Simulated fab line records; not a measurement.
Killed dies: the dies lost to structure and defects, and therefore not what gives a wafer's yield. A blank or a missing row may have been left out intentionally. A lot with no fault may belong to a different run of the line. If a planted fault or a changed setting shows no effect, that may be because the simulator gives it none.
Lot-split experiment    flow n5 finfet    7 lots, 39 wafers read, on a route of 1938 steps

THE SPLIT
At N5_BEOL_M5_DEP_56 (deposits SiCN from 3MS/NH3, target thk 8 nm, time 14 s), the setting target thk a was moved away from the recipe's 80 angstrom on 12 of the 39 wafers read, by -45.2% to +57.0%. The other wafers ran this setting at the recipe's value.

The split's own step is where the reading is taken.

THE READING
SiCN_of_BEOL_M5_DEP_56.thk nm (the simulator's own value, which no gauge read), in nm, at N5_BEOL_M5_DEP_56 (deposits SiCN from 3MS/NH3, target thk 8 nm, time 14 s). There is no usual value for it anywhere in the file. Here, 27 wafers ran the recipe; their average is 8.0 nm with a standard deviation of 0.14 nm.

wafer   tool, chamber at the split  target thk a as run, angstrom  against the recipe  SiCN_of_BEOL_M5_DEP_56.thk nm, nm  against lot-mates on the recipe
L080.1  pecvd-01, 2,0,0             80                             recipe              7.8                                -
L080.2  pecvd-01, 2,0,0             80                             recipe              7.8                                -
L080.5  pecvd-01, 2,0,0             80                             recipe              7.8                                -
L080.3  pecvd-01, 1,1,2             80                             recipe              8                                  -
L080.4  pecvd-01, 1,1,2             80                             recipe              8                                  -
L080.6  pecvd-01, 1,1,2             80                             recipe              8                                  -
L082.1  pecvd-02, 0                 80                             recipe              7.8                                -
L082.2  pecvd-02, 1,0               43.85                          -45.2%              4.4                                -3.6
L082.6  pecvd-02, 1,0               43.85                          -45.2%              4.4                                -3.6
L082.3  pecvd-02, 0                 80                             recipe              8.2                                -
L082.4  pecvd-02, 1                 43.85                          -45.2%              4.6                                -3.4
L082.5  pecvd-02, 1                 80                             recipe              8                                  -
L084.1  pecvd-02, 1                 80                             recipe              7.8                                -
L084.2  pecvd-02, 2,1               80                             recipe              8                                  -
L084.5  pecvd-02, 2,1               80                             recipe              8                                  -
L084.3  pecvd-02, 0                 125.6                          +57.0%              12.4                               +4.5
L084.4  pecvd-02, 2                 125.6                          +57.0%              12.8                               +4.9
L084.6  pecvd-02, 0                 125.6                          +57.0%              12.6                               +4.7
L086.1  pecvd-02, 2,1,0             80                             recipe              8                                  -
L086.5  pecvd-02, 2,1,0             80                             recipe              8                                  -
L086.6  pecvd-02, 2,1,0             80                             recipe              8                                  -
L094.1  pecvd-02, 0,1,1             80                             recipe              8                                  -
L094.2  pecvd-02, 0,1,1             80                             recipe              8                                  -
L094.4  pecvd-02, 0,1,1             80                             recipe              8                                  -
L094.3  pecvd-02, 0,1,0             80                             recipe              8.2                                -
L094.5  pecvd-02, 0,1,0             80                             recipe              8.2                                -
L094.6  pecvd-02, 0,1,0             80                             recipe              8.2                                -
L096.1  pecvd-01, 0,2               125.6                          +57.0%              12.4                               +4.6
L096.3  pecvd-01, 0,2               125.6                          +57.0%              12.4                               +4.6
L096.2  pecvd-01, 1                 80                             recipe              7.8                                -
L096.4  pecvd-01, 1                 125.6                          +57.0%              12.6                               +4.8
L096.5  pecvd-01, 2                 80                             recipe              8                                  -
L096.6  pecvd-01, 0                 80                             recipe              7.6                                -
L095.1  pecvd-03, 2,0,2             80                             recipe              8                                  -
L095.2  pecvd-03, 2,0,2             80                             recipe              8                                  -
L095.6  pecvd-03, 2,0,2             80                             recipe              8                                  -
L095.3  pecvd-03, 1                 61.4                           -23.3%              6                                  -2.0
L095.4  pecvd-03, 0                 61.4                           -23.3%              6.4                                -1.6
L095.5  pecvd-03, 1                 61.4                           -23.3%              6.2                                -1.8
The file does not say which wafer passed through which chamber wherever a row lists several chambers: such a row stands for several wafers.

THE FIT
A straight line over all 39 wafers: SiCN_of_BEOL_M5_DEP_56.thk nm changes by +0.0792 nm for each +1% of target thk a; r = +1.00; the points scatter about the line by 0.15 nm.
The same after taking each lot's own level away (the mean of its wafers on the recipe; 39 wafers): +0.0807 nm for each +1%; r = +1.00; scatter 0.13 nm.
That fit puts the effect of the largest move of target thk a on the reading at 4.6 nm.
Measured against the standard deviation above, the lots' own levels, which go from 7.80 to 8.10 nm, span 2.1 times it.
So the lot-to-lot level changes the slope little: the two slopes agree.
Check: with one of the wafers moved furthest among these (+57.0%) left out of the fit, the line predicts +4.65 nm for it against its lot-mates. It came out at +4.47 nm against them.

THESE WAFERS: OTHER SPLITS
Before the reading, these wafers also passed through other splits. Each is held against what the fit with the lots' levels taken away leaves over:
other split on the same wafers           wafers away from the commonest value  r with SiCN_of_BEOL_M5_DEP_56.thk nm (lot level and that fit taken away)
N5_MOL_CONTACT_COAG_ALD_123 ald cycles   15                                    -0.17
N5_BEOL_M0_SAQP_ETCH_106 target depth a  15                                    -0.07

FILE'S OWN FIT
SiCN_of_BEOL_M5_DEP_56.thk nm changes by +0.0808 nm for each +1% of target thk a, r = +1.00.
